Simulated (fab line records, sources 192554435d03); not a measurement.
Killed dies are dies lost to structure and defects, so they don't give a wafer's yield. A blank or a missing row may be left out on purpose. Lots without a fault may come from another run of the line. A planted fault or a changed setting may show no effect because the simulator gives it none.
A struck lot beside a sound one | flow n5_finfet | 38 steps out of a route of 1938
Sound: wafers L235.1, L235.2, L235.6. Struck: wafers L238.5, L238.6. (L238.4 of the same lot was not struck and is left out.) The cause comes at the end.
At each step with rows: each side's tool, then ch and its chambers, then its first start. Under that, the readings that differ: sound wafers | struck wafers | difference of the means | sigmas: that difference in standard deviations of wafers without a fault.
alike: readings whose means differ by less than 2 such deviations, and words and numbers that are the same on both sides. not compared: withheld readings, readings that some wafer has no value for, bounds like >300 that may hide the same value, and numbers for which the record gives no deviation and whose values overlap.
The two part at a step that has a row with sigmas, a row that says differs or no value, or rows on one side only. Numbers that don't overlap but have no deviation are shown without sigmas and don't part them. A reading that every wafer of one side lacks parts them only if that side has two wafers or more.

first, 9 steps without rows for these wafers: N5_BEOL_M4_ANNEAL_95 (time 240 s); N5_BEOL_M4_SPUTTER_96 (material Cu, target thk 4.5 nm, time 8.29 s); N5_BEOL_M4_ECD_50 (material Cu, target thk 300 nm); N5_BEOL_M4_ANNEAL_51 (time 90 s); N5_BEOL_M4_CMP_52 (polishes, stops on SiOC, t overpolish 6.8 s, target thk 40 nm); N5_BEOL_M4_PRE_CLEAN_60 (time 15 s); N5_BEOL_M4_CO_CAP_55 (material Co, precursor CCTBA/H2, target thk 2 nm, time 102.1 s); N5_BEOL_M4_PRE_CLEAN_56 (time 15 s); N5_BEOL_M4_DEP_57 (deposits SiCN from 3MS/NH3, target thk 8 nm, time 14 s).
N5_BEOL_M4_RC_MEAS_101:
  sound on prober-01 ch 0, day 10 06:28; struck on prober-02 ch 0, day 11 01:34
  alike: DIBL_N, DIBL_P, IOFF_N, IOFF_P, ION_N, ION_P, SS_N, SS_P, VT_N, VT_P
then, 24 steps without rows for these wafers: N5_BEOL_M5_ILD_DEP_00 (deposits SiCOH lowk from DEMS/porogen, target thk 140.64 nm, time 25.9 s); N5_BEOL_M5_CURE_79 (cures SiCOH lowk, time 240 s); N5_BEOL_M5_PECVD_70 (deposits SiO2 from TEOS/O2, target thk 16 nm, time 18 s); N5_BEOL_M5_HM_DEP_02 (deposits TiN, target thk 20 nm); N5_BEOL_M5_COAT_59 (time 60 s, resist thk 60 nm); N5_BEOL_M5_COAT_60 (time 60 s, resist thk 12 nm); N5_BEOL_M5_COAT_71 (time 60 s, resist thk 5 nm); N5_BEOL_M5_COAT_05 (resist thk 30 nm); N5_BEOL_M5_EBR_07; N5_BEOL_M5_SOFTBAKE_06 (time 60 s); N5_BEOL_M5_EXPOSE_08 (exposes mask M5, target cd 28 nm); N5_BEOL_M5_PEB_09 (peb time 60 s); N5_BEOL_M5_DEVELOP_10 (develop time 30 s); N5_BEOL_M5_DESCUM_16 (chemistry O2, time 7 s); N5_BEOL_M5_ETCH_72 (etches underlayer in N2/H2, target depth 6.5 nm, time 5.2 s); N5_BEOL_M5_ETCH_61 (etches SiARC in CF4, target depth 15.6 nm, time 26 s); N5_BEOL_M5_ETCH_62 (etches SOC in N2/H2, target depth 75 nm, overetch 15 nm, time 112.5 s); N5_BEOL_M5_STRIP_63 (strips in N2/H2); N5_BEOL_M5_STRIP_73 (strips in N2/H2); N5_BEOL_M5_STRIP_64 (strips in CF4); N5_BEOL_M5_HM_OPEN_17 (chemistry Cl2/BCl3, target TiN, target depth 20 nm, overetch 6 nm); N5_BEOL_M5_STRIP_19 (strips in O2); N5_BEOL_M5_COAT_65 (time 60 s, resist thk 60 nm); N5_BEOL_M5_COAT_66 (time 60 s, resist thk 12 nm).
-- the record jumps here: 4 days lie between the struck wafers' starts before and after (it left off in module BEOL_M5 and takes up again in module PASSIVATION, whose first step shown is number 1910 of the route) --
N5_PASSIVATION_AL_DEP_21: deposits Al, target thk 2800 nm, time 170 s.
  sound on pvd_sputter-03, day 14 10:19; struck on pvd_sputter-03, day 15 05:37
  reading                                       | sound          | struck    | difference | sigmas
  model.Al_of_PASSIVATION_AL_DEP_21.thk_nm (nm) | 2815 2848 2848 | 4237 4218 | +1390      |
  alike: cathode_dc_power_W, throttle_valve_pct
N5_PASSIVATION_ETCH_59: etches TaN in Cl2/BCl3, target depth 65 nm, time 34.9 s.
  sound on rie_metal-03 ch 0,1, day 14 11:22; struck on rie_metal-01 ch 0,1, day 15 06:58
  reading                | sound             | struck      | difference | sigmas
  oes_product_au (a.u.)  | 0.65 0.76 0.65    | 0.24 0.23   | -0.45      | -5
  throttle_valve_pct (%) | 20.98 21.12 20.98 | 22.73 21.96 | +1.32      | +6
  alike: bias_w, chamber_pressure_mTorr, drypump_motor_current_A
  not compared: rf_hours_counter_h
N5_PASSIVATION_STRIP_52: strips in post etch residue remover, time 1200 s.
  sound on wet_bench-04 ch 1,5,7, day 14 13:50; struck on wet_bench-05 ch 0,2, day 15 09:20
  reading                                       | sound          | struck    | difference | sigmas
  model.Al_of_PASSIVATION_AL_DEP_21.thk_nm (nm) | 2799 2832 2832 | 4221 4202 | +1390      |
  alike: bath_guard_temp_C, bath_heat_duty_pct
N5_PASSIVATION_PROBE_49:
  sound on prober-02, day 14 16:16; struck on prober-02, day 15 12:00
  reading                  | sound          | struck    | difference | sigmas
  defect_limited_yield (%) | 89.9 92.5 92.3 | 0 0       | -92        | -61
  killed_at_other          | 8 4 3          | 1095 1084 | +1084      | +99 or more
  killed_dies              | 119 89 91      | 1180 1180 | +1080      | +60
  killed_on_rim            | 19 9 19        | 152 152   | +136       | +33
  sort_bin_5_function (%)  | 6.4 4.2 4.3    | 96.0 96.0 | +91.0      | +91
  sort_n_pass              | 1061 1091 1089 | 0 0       | -1080      | -60
  sort_yield_pct (%)       | 89.9 92.5 92.3 | 0 0       | -92        | -61
  alike: killed_at_M0_to_M3, killed_at_M4_up, killed_at_contacts, killed_at_front_end, killed_open, killed_short, sort_bin_6_memory

WHERE THEY PART
First at N5_PASSIVATION_ETCH_59; last, within this record, at N5_PASSIVATION_PROBE_49.

WHY: what the simulator had put in
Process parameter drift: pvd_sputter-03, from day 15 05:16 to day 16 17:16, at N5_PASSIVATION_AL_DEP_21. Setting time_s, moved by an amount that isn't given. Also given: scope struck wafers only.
